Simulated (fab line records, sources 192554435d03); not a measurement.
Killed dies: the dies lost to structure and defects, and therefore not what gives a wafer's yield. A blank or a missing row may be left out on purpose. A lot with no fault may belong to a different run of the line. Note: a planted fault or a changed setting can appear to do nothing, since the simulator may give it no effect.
A struck lot beside a sound one :: flow n5_finfet :: 22 out of 1938 route steps
Sound: wafers L812.2, L812.4, L812.6. Wafers struck: L808.2, L808.5, L808.6. The cause is given at the end.
Each step with rows lists, per side, the tool, then ch with its chambers, then its first start. Under that, the readings that differ: sound wafers :: struck wafers :: difference of the means :: sigmas: that difference in standard deviations of wafers without a fault.
alike: a reading whose means differ by less than 2 such deviations, as well as words and numbers matching on both sides. not compared: withheld readings; readings where some wafer has no value; bounds like >300 that might hide an equal value; numbers whose values overlap and for which the record gives no deviation.
The two part at a step that has a row with sigmas, a row that says differs or no value, or rows on one side only. When numbers do not overlap yet have no deviation, they are printed without sigmas and do not part them. A reading missing from all wafers of one side parts the sides only when that side holds two or more wafers.

first, 11 steps without rows for these wafers: N5_BEOL_M2_DESCUM_16 (chemistry O2, time 7 s); N5_BEOL_M2_ETCH_74 (etches underlayer in N2/H2, target depth 6.5 nm, time 5.2 s); N5_BEOL_M2_ETCH_63 (etches SiARC in CF4, target depth 15.6 nm, time 26 s); N5_BEOL_M2_ETCH_64 (etches SOC in N2/H2, target depth 75 nm, overetch 22.5 nm, time 121.9 s); N5_BEOL_M2_STRIP_65 (strips in N2/H2); N5_BEOL_M2_STRIP_75 (strips in N2/H2); N5_BEOL_M2_STRIP_66 (strips in CF4); N5_BEOL_M2_HM_OPEN_17 (chemistry Cl2/BCl3, target TiN, target depth 20 nm, overetch 6 nm); N5_BEOL_M2_STRIP_19 (strips in O2); N5_BEOL_M2_COAT_67 (time 60 s, resist thk 60 nm); N5_BEOL_M2_COAT_68 (time 60 s, resist thk 12 nm).
N5_BEOL_M2_COAT_76: time 60 s, resist thk 5 nm.
  sound on litho_track-01 ch 0, day 12 20:44; struck on litho_track-04 ch 0, day 11 07:46
reading: spin_speed_rpm (rpm)
sound: 1501.1 1502.4 1499.9
struck: 1566.4 1567.5 1567.2
difference: +65.9
sigmas: +67
then, 7 steps without rows for these wafers: N5_BEOL_M2_COAT_22 (resist thk 30 nm); N5_BEOL_M2_EBR_24; N5_BEOL_M2_SOFTBAKE_23 (time 60 s); N5_BEOL_M2_EXPOSE_25 (exposes mask V1, defocus 5 nm); N5_BEOL_M2_PEB_26 (peb time 60 s); N5_BEOL_M2_DEVELOP_27 (develop time 30 s); N5_BEOL_M2_DESCUM_33 (chemistry O2, time 7 s).
N5_BEOL_M2_ETCH_77: etches underlayer in N2/H2, target depth 6.5 nm, time 5.2 s.
  sound on rie_diel-05 ch 0,1, day 12 21:19; struck on rie_diel-05 ch 0,1,2, day 11 08:11
reading: model.etch.depth_nm (nm)
sound: 4.986 4.996 4.997
struck: 4.9 4.917 4.91
difference: -0.1
sigmas: 
  alike: drypump_motor_current_A, etch_rf_on_time_s, oes_product_au, rf_vpp_V, showerhead_plenum_p_Torr, throttle_valve_pct
  not compared: rf_hours_counter_h
then, 1 step without rows for these wafers: N5_BEOL_M2_ETCH_69 (etches SiARC in CF4, target depth 15.6 nm, time 26 s).
N5_BEOL_M4_RC_MEAS_101:
  sound on prober-02 ch 0, day 14 06:38; struck on prober-01 ch 0, day 12 11:35
reading: DIBL_N (mV/V)
sound: 33.7 32.7 32.1
struck: 36.0 35.7 36.7
difference: +3.3
sigmas: +3

reading: DIBL_P (mV/V)
sound: 33.3 31.1 30.5
struck: 35.4 35.3 36.2
difference: +4.0
sigmas: +2

reading: IOFF_N (nA/um)
sound: 0.112 0.097 0.093
struck: 0.157 0.148 0.167
difference: +0.057
sigmas: +2

reading: ION_N (uA/um)
sound: 669 661 651
struck: 685 678 680
difference: +21
sigmas: +2

reading: VT_N (mV)
sound: 255 258 257
struck: 249 250 251
difference: -7
sigmas: -2
  alike: IOFF_P, ION_P, SS_N, SS_P, VT_P

## WHERE THEY PART
First at N5_BEOL_M2_COAT_76; last, within this record, at N5_BEOL_M4_RC_MEAS_101.

WHY: what the simulator had put in
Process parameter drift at N5_BEOL_M2_COAT_76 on litho_track-04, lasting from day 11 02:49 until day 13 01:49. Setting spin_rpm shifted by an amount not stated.
